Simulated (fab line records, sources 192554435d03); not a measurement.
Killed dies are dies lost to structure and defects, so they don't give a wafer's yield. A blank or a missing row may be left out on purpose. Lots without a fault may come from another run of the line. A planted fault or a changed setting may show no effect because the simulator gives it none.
Split-lot experiment | flow n5_finfet | 7 lots, 21 wafers read, on a route of 1938 steps

THE SPLIT
At N5_DUMMY_GATE_EXPOSE_12 (exposes mask GATE, target cd 25 nm), the setting dose_mj was moved away from the recipe's 34 on 6 of the 21 wafers read, by -6.5% to +5.0%. The other wafers ran this setting at the recipe's value.

FROM THE SPLIT TO THE READING: what the file shows between them, 13 steps
- N5_DUMMY_GATE_PEB_13: peb time 60 s
- N5_DUMMY_GATE_DEVELOP_14: develop time 30 s
- N5_DUMMY_GATE_CD_MEAS_15: target cd 25.8 nm
- N5_DUMMY_GATE_STRIP_38: strips in N2/H2
- N5_DUMMY_GATE_STRIP_39: strips in N2/H2
- N5_DUMMY_GATE_TRIM_49: chemistry O2, time 29 s, target cd 14 nm
- N5_DUMMY_GATE_STRIP_40: strips in CF4
- N5_DUMMY_GATE_CD_MEAS_50: target cd 14 nm
- N5_DUMMY_GATE_ETCH_31: etches SiO2 in C4F6/O2, target depth 82.5 nm, time 27.5 s
- N5_DUMMY_GATE_STRIP_41: strips in O2
- N5_DUMMY_GATE_ETCH_32: etches SiO2 in CF4, target depth 3.5 nm, time 3.9 s
- N5_DUMMY_GATE_ETCH_23: etches poly-Si in HBr/Cl2/O2, target depth 41 nm, time 22.3 s
- N5_DUMMY_GATE_ETCH_44: etches poly-Si in HBr/O2, stops on SiO2, target depth 127.5 nm

THE READING
cd_nm, in nm, at N5_DUMMY_GATE_CD_MEAS_24 (target cd 15 nm). Fault-free wafers of this fab line usually give 15.1 nm, standard deviation 0.36 nm.

wafer  | tool, chamber at the split | dose_mj as run | against the recipe | cd_nm, nm | against lot-mates on the recipe
L076.3 | euv_scanner-01, 0          | 34             | recipe             | 15.3      | -
L076.4 | euv_scanner-01, 0          | 34             | recipe             | 15.2      | -
L076.5 | euv_scanner-01, 0          | 34             | recipe             | 15.0      | -
L078.2 | euv_scanner-02, 0          | 34             | recipe             | 14.8      | -
L078.3 | euv_scanner-02, 0          | 34             | recipe             | 15.0      | -
L078.4 | euv_scanner-02, 0          | 34             | recipe             | 14.8      | -
L080.2 | euv_scanner-02, 0          | 35.71          | +5.0%              | 14.3      | -0.6
L080.3 | euv_scanner-02, 0          | 35.71          | +5.0%              | 14.3      | -0.6
L080.4 | euv_scanner-02, 0          | 34             | recipe             | 14.9      | -
L083.2 | euv_scanner-01, 0          | 33.17          | -2.4%              | 15.5      | +0.6
L083.3 | euv_scanner-01, 0          | 34             | recipe             | 14.9      | -
L083.6 | euv_scanner-01, 0          | 33.17          | -2.4%              | 15.6      | +0.7
L084.1 | euv_scanner-01, 0          | 34             | recipe             | 15.5      | -
L084.2 | euv_scanner-01, 0          | 34             | recipe             | 15.3      | -
L084.3 | euv_scanner-01, 0          | 32.04          | -5.8%              | 16.8      | +1.4
L087.1 | euv_scanner-02, 0          | 31.79          | -6.5%              | 16.1      | +1.2
L087.2 | euv_scanner-02, 0          | 34             | recipe             | 14.8      | -
L087.4 | euv_scanner-02, 0          | 34             | recipe             | 15.0      | -
L090.1 | euv_scanner-01, 0          | 34             | recipe             | 14.6      | -
L090.2 | euv_scanner-01, 0          | 34             | recipe             | 14.7      | -
L090.3 | euv_scanner-01, 0          | 34             | recipe             | 15.0      | -

THE FIT
A straight line over all 21 wafers: cd_nm changes by -0.195 nm for each +1% of dose_mj; r = -0.88; the points scatter about the line by 0.28 nm.
The same after taking each lot's own level away (the mean of its wafers on the recipe; 21 wafers): -0.178 nm for each +1%; r = -0.95; scatter 0.16 nm.
On that fit, the largest move of dose_mj shifts the reading by 1.2 nm.
The lots' own levels span 14.77 to 15.40 nm, that is 1.8 times the standard deviation above.
So the lot-to-lot level changes the slope little: the two slopes agree.
Check: with one of the wafers moved furthest among these (-6.5%) left out of the fit, the line predicts +1.24 nm for it against its lot-mates. It came out at +1.2 nm against them.

OTHER SPLITS ON THESE WAFERS
These wafers also went through other splits before the reading. Each is held against what the fit with the lots' levels taken away leaves over:
other split on the same wafers        | wafers away from the commonest value | r with cd_nm (lot level and that fit taken away)
N5_WELL_APT_PEB_06 peb_time_s         | 6                                    | -0.15
N5_WELL_APT_DEVELOP_07 develop_time_s | 7                                    | -0.18
N5_FIN_SAQP_ETCH_65 time_s            | 4                                    | +0.13
N5_FIN_CUT_EXPOSE_05 dose_mj          | 6                                    | +0.32
N5_DUMMY_GATE_COAT_28 spin_rpm        | 4                                    | +0.57

THE WHOLE CHAIN: every reading that the file lists as answering this split, in the file's order
step                     | what it does                                                   | reading                                                           | change (the file's fit)               | r (the file's)
N5_DUMMY_GATE_CD_MEAS_15 | target cd 25.8 nm                                              | cd_nm                                                             | -0.228 nm for each +1% of the setting | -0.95
N5_DUMMY_GATE_TRIM_49    | chemistry O2, time 29 s, target cd 14 nm                       | DUMMY_GATE.cd_nm (the simulator's own value, which no gauge read) | -0.205 nm for each +1% of the setting | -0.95
N5_DUMMY_GATE_CD_MEAS_50 | target cd 14 nm                                                | cd_nm                                                             | -0.244 nm for each +1% of the setting | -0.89
N5_DUMMY_GATE_ETCH_44    | etches poly-Si in HBr/O2, stops on SiO2, target depth 127.5 nm | DUMMY_GATE.cd_nm (the simulator's own value, which no gauge read) | -0.218 nm for each +1% of the setting | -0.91
N5_DUMMY_GATE_CD_MEAS_24 | target cd 15 nm                                                | cd_nm                                                             | -0.189 nm for each +1% of the setting | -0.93
N5_DUMMY_GATE_ETCH_42    | etches SiO2 in CHF3/O2, target depth 3.5 nm, time 31 s         | DUMMY_GATE.cd_nm (the simulator's own value, which no gauge read) | -0.212 nm for each +1% of the setting | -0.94

THE FILE'S OWN FIT
cd_nm changes by -0.189 nm for each +1% of dose_mj, r = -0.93.
